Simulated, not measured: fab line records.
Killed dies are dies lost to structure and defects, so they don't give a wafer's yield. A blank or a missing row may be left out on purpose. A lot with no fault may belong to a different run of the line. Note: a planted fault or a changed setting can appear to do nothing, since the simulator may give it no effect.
fab line records | flow nand_harc
[record] lots = 6 | wafers = 18 | last_day = 33
route steps=1302 shown A_STAIRCASE@869 END@1302
lots with no fault: from the same line, run without faults
start_h: hours from the record's first day to the start of the lot's first wafer shown | wait_h: hours elapsed since this lot's preceding step | " same as the row above | L1.1+2: a row that stands for several wafers | - either no value or no given start | * or withheld: withheld | < > ~ a bound
route shown NAME@n: NAME is a module with steps in the file, n the number in the route of the first one | usual: average and standard deviation across the fault-free wafers | same: alike in all rows | chamber/n: place in a boat | sites: each site's reading | _std_site: standard deviation across them | _edge_site: outer sites' mean less inner sites' | radius_mm: for every site, how far away it sits from the centre of the wafer | mask NAME#n: copy n | behind: the last tool/chamber to shape the wafer | hold: why the lot went on hold/how many hours it stayed there/how the hold came to an end | device: whichever transistor did not switch (one of n, p or np) | end of line: the route-end tests of the same wafers | where a step has no rows: the recipe by itself | killed: dies lost to structure and defects at the first sort, not the wafer's yield | map: dies across one wafer; x = killed, . = not, _ = none there
set.NAME: the setting as run; set.NAME@STEP: as run at that earlier step | model.NAME: the simulator's own value behind a step, which no gauge read
lots at some steps of the route; a table a step, a row a wafer
services: when a tool's chamber went out of use (start_h, in hours from the record's first day, below 0 if earlier), for how many hours, and the reason
[[steps]]
[step NHARC_A_STAIRCASE_DESCUM_443]
[recipe] time_s = 3 | o2_flow_sccm = 200 | ar_flow_sccm = 0 | bias_power_w = 0 | chemistry = O2
[usual] drypump_motor_current_A = 5.64/0.29 | oes_product_au = 1.003/0.0068 | rf_vpp_V = 57.8/0.94 | showerhead_plenum_p_Torr = 1.91/0.091 | throttle_valve_pct = 11.311/0.0078
lot.wafer | tool        | chamber | start_h | wait_h | drypump_motor_current_A | oes_product_au | rf_hours_counter_h | rf_vpp_V | showerhead_plenum_p_Torr | throttle_valve_pct
L888.2    | rie_diel-04 | 1       | 466.67  | -      | 5.72                    | 1.002          | 33                 | 57.7     | 1.96                     | 11.322
L888.4    | "           | 3       | "       | "      | 4.98                    | 1.011          | 31                 | 57.7     | 1.87                     | 11.311
L888.6    | "           | 0       | "       | "      | 5.60                    | 1.008          | -                  | 57.2     | 1.98                     | 11.321
L895.2    | rie_diel-02 | 0       | 537.50  | -      | 5.59                    | 1.009          | 39                 | 55.3     | 1.78                     | 11.315
L895.6    | "           | 2       | "       | "      | 6.03                    | 0.986          | -                  | 56.6     | 1.84                     | 11.306
L895.4    | "           | 0       | "       | "      | 5.60                    | 1.012          | -                  | 58.4     | 1.78                     | 11.327
L896.4    | rie_diel-04 | 0       | 547.62  | -      | 5.65                    | 1.003          | 1                  | 57.5     | 1.97                     | 11.314
L896.3    | "           | 2       | "       | "      | 5.96                    | 1.001          | 1                  | 56.4     | 1.94                     | 11.313
L896.6    | "           | 0       | "       | "      | 5.63                    | 1.012          | -                  | 58.2     | 1.97                     | 11.323
L904.4    | rie_diel-04 | 0       | 617.70  | -      | 5.56                    | 1.004          | 28                 | 58.0     | 1.96                     | 11.302
L904.6    | "           | 0       | "       | "      | 5.58                    | 0.999          | -                  | 58.8     | 1.96                     | 11.320
L904.5    | "           | 1       | "       | "      | 5.72                    | 0.996          | -                  | 59.5     | 1.95                     | 11.302
L903.3    | rie_diel-02 | 0       | 639.56  | -      | 5.65                    | 1.013          | 19                 | 57.8     | 1.77                     | 11.313
L903.4    | "           | 1       | "       | "      | 5.78                    | 1.006          | 20                 | 59.8     | 2.02                     | 11.303
L903.1    | "           | 2       | "       | "      | 6.02                    | 0.998          | 18                 | 56.8     | 1.83                     | 11.324
L905.4    | rie_diel-04 | 1       | 662.77  | -      | 5.69                    | 1.010          | 44                 | 60.1     | 1.94                     | 11.311
L905.3    | "           | 2       | "       | "      | 5.97                    | 1.010          | 39                 | 58.2     | 1.93                     | 11.310
L905.1    | "           | 0       | "       | "      | 5.63                    | 1.006          | 47                 | 59.7     | 1.96                     | 11.307
[step NHARC_A_STAIRCASE_ETCH_444]
[recipe] target_depth_a = 2.04e+05 | time_s = 6800 | c4f8_flow_sccm = 20 | o2_flow_sccm = 10 | ar_flow_sccm = withheld | rf_w = 600 | bias_w = 1000 | chemistry = C4F8/O2
[usual] oes_product_au = 0.939/0.019 | rf_vpp_V = 806/5.1
lot.wafer | tool        | chamber | start_h | wait_h | oes_product_au | rf_hours_counter_h | rf_vpp_V
L888.2    | rie_diel-04 | 1       | 466.74  | 0.1    | 0.928          | 34                 | 811
L888.4    | "           | 2       | "       | "      | 0.928          | 32                 | 809
L888.6    | "           | 2       | 469.14  | 2.4    | 0.930          | -                  | 808
L895.2    | rie_diel-02 | 1       | 537.58  | 0.1    | 0.920          | 46                 | 814
L895.4    | "           | 2       | 540.07  | 2.5    | 0.926          | -                  | 802
L895.6    | "           | 0       | "       | "      | 0.935          | -                  | 798
L896.3    | rie_diel-04 | 1       | 548.18  | 0.5    | 0.984          | 2                  | 809
L896.4    | "           | 2       | "       | "      | 0.987          | 2                  | 807
L896.6    | "           | 1       | 550.11  | 2.4    | 0.980          | -                  | 810
L904.4    | rie_diel-04 | 3       | 617.78  | 0.1    | 0.931          | 26                 | 803
L904.6    | "           | 3       | 619.62  | 1.9    | 0.926          | -                  | 804
L904.5    | "           | 0       | "       | "      | 0.928          | -                  | 809
L903.4    | rie_diel-02 | 1       | 639.65  | 0.1    | 0.926          | 21                 | 812
L903.1    | "           | 3       | "       | "      | 0.934          | 22                 | 807
L903.3    | "           | 0       | "       | "      | 0.923          | 20                 | 797
L905.4    | rie_diel-04 | 1       | 663.37  | 0.6    | 0.929          | 45                 | 808
L905.1    | "           | 2       | "       | "      | 0.929          | 40                 | 807
L905.3    | "           | 3       | "       | "      | 0.930          | 42                 | 803
[step NHARC_A_STAIRCASE_STRIP_446]
[recipe] power_w = 1500 | temp_c = 250 | chemistry = O2
[usual] drypump_motor_current_A = 5.7/0.36 | heater_power_w = 326/15 | rf_refl_power_W = 24/4.4 | temp_c = 249.98/0.17
lot.wafer | tool            | chamber | start_h | wait_h | drypump_motor_current_A | heater_power_w | rf_hours_counter_h | rf_refl_power_W | temp_c
L888.2    | plasma_asher-02 | 1       | 471.20  | 0.1    | 5.7                     | 341            | 4                  | 32              | 249.99
L888.4    | "               | 0       | "       | "      | 4.8                     | 345            | -                  | 14              | 249.96
L888.6    | "               | 0       | "       | "      | 4.8                     | 341            | -                  | 14              | 249.91
L895.2    | plasma_asher-01 | 1       | 542.86  | 0.0    | 5.8                     | 331            | 2                  | 24              | 249.96
L895.4    | "               | 0       | "       | "      | 6.0                     | 308            | -                  | 26              | 249.60
L895.6    | "               | 1       | "       | "      | 5.8                     | 330            | -                  | 23              | 250.00
L896.4    | plasma_asher-01 | 0       | 552.23  | 0.1    | 6.0                     | 305            | -                  | 26              | 250.08
L896.3    | "               | 1       | "       | "      | 5.8                     | 334            | -                  | 23              | 249.82
L896.6    | "               | 1       | "       | "      | 5.8                     | 332            | -                  | 24              | 249.63
L904.4    | plasma_asher-01 | 0       | 622.42  | 0.4    | 5.9                     | 306            | -                  | 26              | 249.77
L904.5    | "               | 1       | "       | "      | 5.8                     | 329            | -                  | 24              | 249.92
L904.6    | "               | 0       | "       | "      | 5.9                     | 311            | -                  | 24              | 249.71
L903.1    | plasma_asher-01 | 1       | 644.06  | 0.1    | 5.8                     | 321            | 24                 | 24              | 250.03
L903.3    | "               | 0       | "       | "      | 6.0                     | 299            | -                  | 26              | 250.24
L903.4    | "               | 1       | "       | "      | 5.8                     | 336            | -                  | 23              | 249.89
L905.1    | plasma_asher-02 | 1       | 667.33  | 0.1    | 5.8                     | 340            | 7                  | 32              | 250.13
L905.4    | "               | 0       | "       | "      | 4.8                     | 343            | -                  | 16              | 250.06
L905.3    | "               | 1       | "       | "      | 5.7                     | 341            | -                  | 33              | 250.00
[step NHARC_A_STAIRCASE_STRIP_447]
[recipe] time_s = 900 | temp_c = 130 | chemistry = SPM
[step NHARC_A_STAIRCASE_PRECLEAN_448]
[recipe] time_s = * | temp_c = 50 | bath_age_min = 0 | chemistry = SC1
[step NHARC_A_STAIRCASE_SRD_449]
[step NHARC_A_STAIRCASE_CMP_450]
[recipe] target_thk_nm = 200 | material = SiO2
[usual] motor_current_A = 11.2/1
lot.wafer | tool   | chamber | start_h | wait_h | motor_current_A
L888.2    | cmp-04 | 2       | 471.97  | -      | 11.2
L888.4    | "      | 3       | "       | "      | 10.1
L888.6    | "      | 1       | "       | "      | 10.5
L895.4    | cmp-03 | 1       | 543.67  | -      | 11.9
L895.2    | "      | 2       | "       | "      | 10.3
L895.6    | "      | 2       | "       | "      | 10.3
L896.4    | cmp-03 | 1       | 552.97  | -      | 11.6
L896.3    | "      | 2       | "       | "      | 10.4
L896.6    | "      | 3       | "       | "      | 11.1
L904.4    | cmp-02 | 0       | 623.20  | -      | 13.0
L904.5    | "      | 1       | "       | "      | 9.8
L904.6    | "      | 2       | "       | "      | 10.6
L903.3    | cmp-04 | 3       | 644.80  | -      | 10.0
L903.1    | "      | 1       | "       | "      | 10.9
L903.4    | "      | 2       | "       | "      | 10.7
L905.1    | cmp-03 | 3       | 668.10  | -      | 12.0
L905.4    | "      | 0       | "       | "      | 11.8
L905.3    | "      | 1       | "       | "      | 11.8
[step NHARC_A_STAIRCASE_CMP_152]
[usual] motor_current_A = 11.2/0.94
lot.wafer | tool   | chamber | start_h | wait_h | motor_current_A
L888.2    | cmp-04 | 2       | 472.04  | 0.1    | 10.6
L888.4    | "      | 3       | "       | "      | 10.6
L888.6    | "      | 1       | "       | "      | 11.5
L895.4    | cmp-03 | 1       | 543.74  | 0.1    | 11.8
L895.2    | "      | 2       | "       | "      | 10.5
L895.6    | "      | 2       | "       | "      | 10.5
L896.4    | cmp-03 | 1       | 553.04  | 0.1    | 11.5
L896.3    | "      | 2       | "       | "      | 10.6
L896.6    | "      | 3       | "       | "      | 11.8
L904.4    | cmp-02 | 0       | 623.28  | 0.1    | 13.4
L904.5    | "      | 1       | "       | "      | 10.1
L904.6    | "      | 2       | "       | "      | 11.8
L903.3    | cmp-04 | 3       | 644.88  | 0.1    | 10.2
L903.1    | "      | 1       | "       | "      | 11.2
L903.4    | "      | 2       | "       | "      | 11.3
L905.1    | cmp-03 | 3       | 668.17  | 0.1    | 11.7
L905.4    | "      | 0       | "       | "      | 12.3
L905.3    | "      | 1       | "       | "      | 12.5
[step NHARC_A_STAIRCASE_SRD_154]
[step NHARC_A_STAIRCASE_ETCH_403]
[recipe] target_depth_a = 1082 | chemistry = dHF | material = SiO2
[step NHARC_A_STAIRCASE_ETCHBACK_422]
[recipe] target_depth_a = 400 | over_etch_frac = 0.3 | time_s = 74.286 | ion_energy_ev = 120 | ch3f_flow_sccm = 50 | o2_flow_sccm = 30 | ar_flow_sccm = 200 | rf_w = 500 | bias_w = 100 | chemistry = CH3F/O2
[usual] bias_w = 100.0/0.31 | ch3f_flow_sccm = 50.01/0.15 | drypump_motor_current_A = 5.6/0.32 | oes_product_au = 0.97/0.037 | rf_vpp_V = 244.4/1.6 | showerhead_plenum_p_Torr = 2.47/0.11 | throttle_valve_pct = 20.661/0.0093
lot.wafer | tool        | chamber | start_h | wait_h | bias_w | ch3f_flow_sccm | drypump_motor_current_A | oes_product_au | rf_hours_counter_h | rf_vpp_V | showerhead_plenum_p_Torr | throttle_valve_pct
L888.2    | rie_diel-04 | 3       | 472.51  | 0.2    | 100.4  | 50.08          | 5.0                     | 1.01           | 34                 | 242.3    | 2.41                     | 20.672
L888.4    | "           | 1       | "       | "      | 99.5   | 50.02          | 5.7                     | 1.00           | 37                 | 244.6    | 2.52                     | 20.648
L888.6    | "           | 3       | "       | "      | 100.2  | 50.34          | 5.0                     | 1.01           | -                  | 244.2    | 2.41                     | 20.657
L895.4    | rie_diel-02 | 0       | 544.22  | 0.2    | -      | -              | -                       | -              | -                  | -        | -                        | -
L895.2    | "           | 2       | "       | "      | -      | -              | -                       | -              | -                  | -        | -                        | -
L895.6    | "           | 0       | "       | "      | -      | -              | -                       | -              | -                  | -        | -                        | -
L896.3    | rie_diel-11 | 1       | 553.50  | 0.2    | -      | -              | -                       | -              | -                  | -        | -                        | -
L896.4    | "           | 2       | "       | "      | -      | -              | -                       | -              | -                  | -        | -                        | -
L896.6    | "           | 0       | "       | "      | -      | -              | -                       | -              | -                  | -        | -                        | -
L904.4    | rie_diel-11 | 2       | 623.74  | 0.2    | 100.1  | 49.97          | 5.8                     | 1.01           | 0                  | 246.6    | 2.64                     | 20.654
L904.6    | "           | 3       | "       | "      | 100.1  | 50.20          | 5.7                     | 0.99           | -                  | 246.1    | 2.52                     | 20.670
L904.5    | "           | 0       | "       | "      | 100.2  | 49.81          | 5.3                     | 1.00           | -                  | 247.1    | 2.66                     | 20.663
L903.4    | rie_diel-04 | 3       | 645.38  | 0.2    | 100.0  | 49.72          | 5.0                     | 0.94           | 38                 | 242.2    | 2.38                     | 20.675
L903.3    | "           | 0       | "       | "      | 99.9   | 50.23          | 5.6                     | 0.93           | 42                 | 244.5    | 2.51                     | 20.669
L903.1    | "           | 2       | "       | "      | 100.3  | 49.88          | 5.9                     | 0.93           | 35                 | 244.5    | 2.48                     | 20.662
L905.4    | rie_diel-02 | 1       | 668.63  | 0.1    | 99.5   | 50.14          | 5.8                     | 0.93           | 31                 | 245.4    | 2.58                     | 20.671
L905.1    | "           | 2       | "       | "      | 99.5   | 50.11          | 6.0                     | 0.91           | 31                 | 241.4    | 2.35                     | 20.666
L905.3    | "           | 3       | "       | "      | 100.0  | 49.97          | 5.2                     | 0.92           | 30                 | 244.3    | 2.48                     | 20.663
[step NHARC_A_STAIRCASE_ETCH_423]
[recipe] target_depth_a = 300 | chemistry = dHF | material = SiO2
[step NHARC_END_SORT_01]
[recipe] temp_c = 25
[usual] killed_at_array = 62/16 | killed_at_other = 0.8/1.1 | killed_at_periphery = 4/3.2 | killed_dies = 67/16 | killed_open = 3.5/1.9 | killed_short = 2.1/1.5
[same] gross_dies = 677
lot.wafer | tool      | chamber | start_h | wait_h | killed_at_array | killed_at_other | killed_at_periphery | killed_dies | killed_open | killed_short
L895.2    | prober-02 | 0       | 673.02  | 2.8    | 674             | 0               | 3                   | 677         | 5           | 1
L895.4    | prober-02 | 0       | 674.62  | 3.4    | 674             | 0               | 3                   | 677         | 4           | 4
L895.6    | prober-02 | 0       | 676.22  | 4.0    | 674             | 0               | 3                   | 677         | 1           | 2
L896.3    | prober-02 | 0       | 683.98  | 3.1    | 673             | 1               | 3                   | 677         | 0           | 2
L896.4    | prober-02 | 0       | 684.77  | 3.4    | 675             | 0               | 2                   | 677         | 4           | 2
L896.6    | prober-02 | 0       | 686.36  | 4.0    | 670             | 1               | 6                   | 677         | 3           | 0
// killed by level:class
L895.2 A_STAIRCASE:area_etchback=618 A_SLIT:chamber_film_flake=30 A_CHANNEL_HOLE_D2:chamber_film_flake=16 A_CHANNEL_HOLE_D1:chamber_film_flake=4 P_M0:geometric_particle:open=1 A_CHANNEL_HOLE_D1:geometric_particle:open=1 A_CHANNEL_FILL_D1:geometric_particle:short=1 A_ONON_D2:geometric_particle:open=1
L895.4 A_STAIRCASE:area_etchback=605 A_SLIT:chamber_film_flake=33 A_CHANNEL_HOLE_D2:chamber_film_flake=23 A_CHANNEL_HOLE_D1:chamber_film_flake=4 A_ONON_D2:geometric_particle:short=2 P_M0:geometric_particle:short=1 P_M0:geometric_particle:open=1 A_SOURCE_PLATE:geometric_particle:open=1
L895.6 A_STAIRCASE:area_etchback=618 A_SLIT:chamber_film_flake=32 A_CHANNEL_HOLE_D2:chamber_film_flake=16 A_CHANNEL_HOLE_D1:chamber_film_flake=4 P_M0:geometric_particle:open=1 P_M1:geometric_particle:short=1 A_WL_FILL:geometric_particle:short=1 P_GATE:chamber_film_flake=1
L896.3 A_STAIRCASE:area_etchback=621 A_CHANNEL_HOLE_D1:chamber_film_flake=38 A_SLIT:chamber_film_flake=7 A_CONTACT:chamber_film_flake=3 P_M2:chamber_film_flake=2 A_STAIRCASE:chamber_film_flake=2 A_CHANNEL_FILL_D1:geometric_particle:short=1 A_SGD_CUT:geometric_particle:short=1
L896.4 A_STAIRCASE:area_etchback=634 A_CHANNEL_HOLE_D1:chamber_film_flake=30 A_SLIT:chamber_film_flake=3 A_CONTACT:chamber_film_flake=2 A_ONON_D1:geometric_particle:open=1 A_CHANNEL_FILL_D2:geometric_particle:short=1 A_WL_FILL:geometric_particle:short=1 A_CONTACT:geometric_particle:open=1
L896.6 A_STAIRCASE:area_etchback=632 A_CHANNEL_HOLE_D1:chamber_film_flake=30 P_M2:chamber_film_flake=3 A_CHANNEL_FILL_D2:geometric_particle:open=2 P_GATE:chamber_film_flake=2 A_SLIT:chamber_film_flake=2 A_CONTACT:chamber_film_flake=2 P_ZERO_WELL:chamber_film_flake=1
// map L895.2 (x killed, . not)
____________x____________
_________xxxxxxx_________
_______xxxxxxxxxxx_______
______xxxxxxxxxxxxx______
_____xxxxxxxxxxxxxxx_____
____xxxxxxxxxxxxxxxxx____
____xxxxxxxxxxxxxxxxx____
___xxxxxxxxxxxxxxxxxxx___
___xxxxxxxxxxxxxxxxxxx___
__xxxxxxxxxxxxxxxxxxxxx__
__xxxxxxxxxxxxxxxxxxxxx__
_xxxxxxxxxxxxxxxxxxxxxxx_
_xxxxxxxxxxxxxxxxxxxxxxx_
_xxxxxxxxxxxxxxxxxxxxxxx_
_xxxxxxxxxxxxxxxxxxxxxxx_
_xxxxxxxxxxxxxxxxxxxxxxx_
xxxxxxxxxxxxxxxxxxxxxxxxx
xxxxxxxxxxxxxxxxxxxxxxxxx
xxxxxxxxxxxxxxxxxxxxxxxxx
xxxxxxxxxxxxxxxxxxxxxxxxx
xxxxxxxxxxxxxxxxxxxxxxxxx
_xxxxxxxxxxxxxxxxxxxxxxx_
_xxxxxxxxxxxxxxxxxxxxxxx_
_xxxxxxxxxxxxxxxxxxxxxxx_
_xxxxxxxxxxxxxxxxxxxxxxx_
_xxxxxxxxxxxxxxxxxxxxxxx_
__xxxxxxxxxxxxxxxxxxxxx__
__xxxxxxxxxxxxxxxxxxxxx__
___xxxxxxxxxxxxxxxxxxx___
___xxxxxxxxxxxxxxxxxxx___
____xxxxxxxxxxxxxxxxx____
____xxxxxxxxxxxxxxxxx____
_____xxxxxxxxxxxxxxx_____
______xxxxxxxxxxxxx______
_______xxxxxxxxxxx_______
_________xxxxxxx_________
____________x____________
// map L896.3 (x killed, . not)
____________x____________
_________xxxxxxx_________
_______xxxxxxxxxxx_______
______xxxxxxxxxxxxx______
_____xxxxxxxxxxxxxxx_____
____xxxxxxxxxxxxxxxxx____
____xxxxxxxxxxxxxxxxx____
___xxxxxxxxxxxxxxxxxxx___
___xxxxxxxxxxxxxxxxxxx___
__xxxxxxxxxxxxxxxxxxxxx__
__xxxxxxxxxxxxxxxxxxxxx__
_xxxxxxxxxxxxxxxxxxxxxxx_
_xxxxxxxxxxxxxxxxxxxxxxx_
_xxxxxxxxxxxxxxxxxxxxxxx_
_xxxxxxxxxxxxxxxxxxxxxxx_
_xxxxxxxxxxxxxxxxxxxxxxx_
xxxxxxxxxxxxxxxxxxxxxxxxx
xxxxxxxxxxxxxxxxxxxxxxxxx
xxxxxxxxxxxxxxxxxxxxxxxxx
xxxxxxxxxxxxxxxxxxxxxxxxx
xxxxxxxxxxxxxxxxxxxxxxxxx
_xxxxxxxxxxxxxxxxxxxxxxx_
_xxxxxxxxxxxxxxxxxxxxxxx_
_xxxxxxxxxxxxxxxxxxxxxxx_
_xxxxxxxxxxxxxxxxxxxxxxx_
_xxxxxxxxxxxxxxxxxxxxxxx_
__xxxxxxxxxxxxxxxxxxxxx__
__xxxxxxxxxxxxxxxxxxxxx__
___xxxxxxxxxxxxxxxxxxx___
___xxxxxxxxxxxxxxxxxxx___
____xxxxxxxxxxxxxxxxx____
____xxxxxxxxxxxxxxxxx____
_____xxxxxxxxxxxxxxx_____
______xxxxxxxxxxxxx______
_______xxxxxxxxxxx_______
_________xxxxxxx_________
____________x____________
[[services]]
tool            | chamber | start_h | hours | kind
plasma_asher-02 | -       | 443.20  | 9.0   | pm
cmp-04          | -       | 451.57  | 1.9   | repair
cmp-04          | -       | 453.95  | 1.0   | repair
cmp-03          | -       | 456.11  | 4.0   | pm
cmp-04          | -       | 465.87  | 4.0   | pm
cmp-03          | -       | 467.43  | 1.5   | repair
cmp-04          | -       | 496.65  | 3.7   | repair
plasma_asher-01 | -       | 519.26  | 9.0   | pm
cmp-04          | -       | 522.05  | 1.9   | repair
rie_diel-02     | 0       | 528.43  | 4.4   | repair
rie_diel-04     | -       | 531.90  | 9.0   | pm
cmp-03          | -       | 536.75  | 6.0   | repair
rie_diel-02     | 0       | 548.83  | 3.4   | repair
cmp-03          | -       | 554.11  | 4.0   | pm
cmp-04          | -       | 563.87  | 4.0   | pm
cmp-03          | -       | 570.60  | 2.0   | repair
rie_diel-02     | -       | 573.09  | 9.0   | pm
cmp-03          | -       | 589.26  | 3.3   | repair
cmp-03          | -       | 596.08  | 0.7   | repair
cmp-03          | -       | 628.60  | 1.0   | repair
cmp-03          | -       | 638.02  | 0.7   | repair
rie_diel-02     | 3       | 644.39  | 1.7   | repair
cmp-03          | -       | 652.11  | 4.0   | pm
cmp-04          | -       | 661.87  | 4.0   | pm
[[key]]
[first_sign] step = NHARC_A_STAIRCASE_ETCHBACK_422 | reading = tool_record | direction = missing
[effect] step = NHARC_END_SORT_01 | reading = killed_at_array | direction = up | sigmas = 38 | usual = 62 | struck = 673
[more_kills_born_at] NHARC_A_STAIRCASE_ETCHBACK_422@rie_diel-11 = 1887 | NHARC_A_STAIRCASE_ETCHBACK_422@rie_diel-02 = 1841
met_at NHARC_A_STAIRCASE_ETCHBACK_422
struck_wafers L895.2,L895.4,L895.6,L896.3,L896.4,L896.6
later_rows_left_out L895.2,L895.4,L895.6,L896.3,L896.4,L896.6
tester_left_out L895,L896
[fault] kind = skipped_step_whole | tool = rie_diel-02,rie_diel-11 | chamber = - | onset_h = 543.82 | steps = NHARC_A_STAIRCASE_ETCHBACK_422 | scope = struck_lots_only
// tester_left_out: of these lots the tester's yield and bins aren't shown, on N5 and GAA mostly nor the transistor test; their killed dies are dies lost to structure and defects alone, not to doping, threshold or leakage, so they don't give the yield
// later_rows_left_out: the simulator's readings of these wafers behind a module that went badly wrong aren't trusted and aren't shown, but for the sort
